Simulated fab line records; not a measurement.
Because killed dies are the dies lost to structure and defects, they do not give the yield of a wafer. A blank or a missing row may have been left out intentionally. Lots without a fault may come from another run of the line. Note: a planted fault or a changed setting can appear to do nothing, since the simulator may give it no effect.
Split-lot study -- flow n5-finfet -- route with 1938 steps; 7 lots, 21 wafers read

THE SPLIT ITSELF
At N5_FIN_SAQP_PECVD_06 (deposits a-Si from SiH4/He, target thk 60 nm, time 48.1 s), the setting time-s was moved away from the recipe's 48.1 s on 8 of the 21 wafers read, by -9.5% to +14.3%. This setting was run at the recipe's value on the other wafers.

FROM THE SPLIT TO THE READING: what the file shows between them, 5 steps
- N5_FIN_SAQP_THK_MEAS_07
- N5_FIN_SAQP_HM_DEP_72: deposits SiO2 from SiH4/N2O, target thk 12 nm, time 7.2 s
- N5_FIN_SAQP_COAT_49: time 60 s, resist thk 100 nm
- N5_FIN_SAQP_HM_OPEN_73: chemistry CHF3/O2, target SiO2, stops on a-Si, target depth 12 nm, time 16.8 s
- N5_FIN_SAQP_STRIP_74: strips in CHF3/O2

THE READING
oes-product-au, in a.u., at N5_FIN_SAQP_MANDREL_ETCH_22 (etches a-Si in HBr/Cl2, stops on SiNx, target depth 60 nm, bt time 10 s, time 30 s). On this fab line, fault-free wafers typically give 0.764 a.u. with a standard deviation of 0.011 a.u.

wafer,"tool, chamber at the split","time-s as run, s",against the recipe,"oes-product-au, a.u.",against lot-mates on the recipe
L075.1,"pecvd-02, 0",43.53,-9.5%,0.705,-0.073
L075.2,"pecvd-02, 2",43.53,-9.5%,0.719,-0.059
L075.3,"pecvd-02, 2",48.1,recipe,0.778,-
L076.1,"pecvd-02, 2",48.1,recipe,0.756,-
L076.4,"pecvd-02, 2",48.1,recipe,0.744,-
L076.5,"pecvd-02, 2",48.1,recipe,0.749,-
L085.1,"pecvd-03, 0",48.1,recipe,0.762,-
L085.3,"pecvd-03, 0",48.1,recipe,0.759,-
L085.6,"pecvd-03, 2",48.1,recipe,0.774,-
L087.1,"pecvd-03, 2",48.1,recipe,0.757,-
L087.2,"pecvd-03, 1",48.1,recipe,0.751,-
L087.3,"pecvd-03, 0",50.41,+4.8%,0.763,+0.009
L089.4,"pecvd-01, 1",48.1,recipe,0.748,-
L089.5,"pecvd-01, 2",48.1,recipe,0.784,-
L089.6,"pecvd-01, 0",48.1,recipe,0.785,-
L090.1,"pecvd-03, 0",45.33,-5.8%,0.739,no lot-mate on the recipe
L090.2,"pecvd-03, 1",45.33,-5.8%,0.747,no lot-mate on the recipe
L090.5,"pecvd-03, 2",45.33,-5.8%,0.760,no lot-mate on the recipe
L091.3,"pecvd-01, 0",55,+14.3%,0.863,+0.110
L091.4,"pecvd-01, 1",48.1,recipe,0.753,-
L091.5,"pecvd-01, 2",55,+14.3%,0.851,+0.098

FIT RESULTS
A straight line over all 21 wafers: oes-product-au changes by +0.00548 a.u. for each +1% of time-s; r = +0.90; the points scatter about the line by 0.016 a.u.
The same after taking each lot's own level away (the mean of its wafers on the recipe; 18 wafers): +0.00698 a.u. for each +1%; r = +0.97; scatter 0.011 a.u.
Per that fit: largest time-s move, reading shift of 0.1 a.u.
Across the lots, their own levels run from 0.7497 to 0.7780 a.u., a range of 2.6 times the standard deviation given above.
So the lot-to-lot level changes the slope: the two fits differ.
Check: with one of the wafers moved furthest among these (+14.3%) left out of the fit, the line predicts +0.0932 a.u. for it against its lot-mates. It came out at +0.11 a.u. against them.

ADDITIONAL SPLITS CARRIED BY THESE WAFERS
Before the reading, these wafers also passed through other splits. Each is held against what the fit with the lots' levels taken away leaves over:
other split on the same wafers,wafers away from the commonest value,r with oes-product-au (lot level and that fit taken away)
N5_ZERO_LAYER_EXPOSE_08 dose-mj,6,-0.09
N5_ZERO_LAYER_DEVELOP_10 develop-time-s,8,-0.02

THE WHOLE CHAIN: every reading that the file lists as answering this split, in the file's order
step,what it does,reading,change (the file's fit),r (the file's)
N5_FIN_SAQP_PECVD_06,"deposits a-Si from SiH4/He, target thk 60 nm, time 48.1 s","a-Si_of_FIN_SAQP_PECVD_06.thk-nm (the simulator's own value, which no gauge read)",+0.62 nm for each +1% of the setting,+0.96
N5_FIN_SAQP_THK_MEAS_07,,thk-nm,withheld for each +1% of the setting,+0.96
N5_FIN_SAQP_MANDREL_ETCH_22,"etches a-Si in HBr/Cl2, stops on SiNx, target depth 60 nm, bt time 10 s, time 30 s",oes-product-au,+0.00678 a.u. for each +1% of the setting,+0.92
N5_FIN_SAQP_MANDREL_ETCH_22,"etches a-Si in HBr/Cl2, stops on SiNx, target depth 60 nm, bt time 10 s, time 30 s","etch.depth-nm (the simulator's own value, which no gauge read)",+0.621 nm for each +1% of the setting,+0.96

FILE'S OWN FIT
oes-product-au changes by +0.00678 a.u. for each +1% of time-s, r = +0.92.
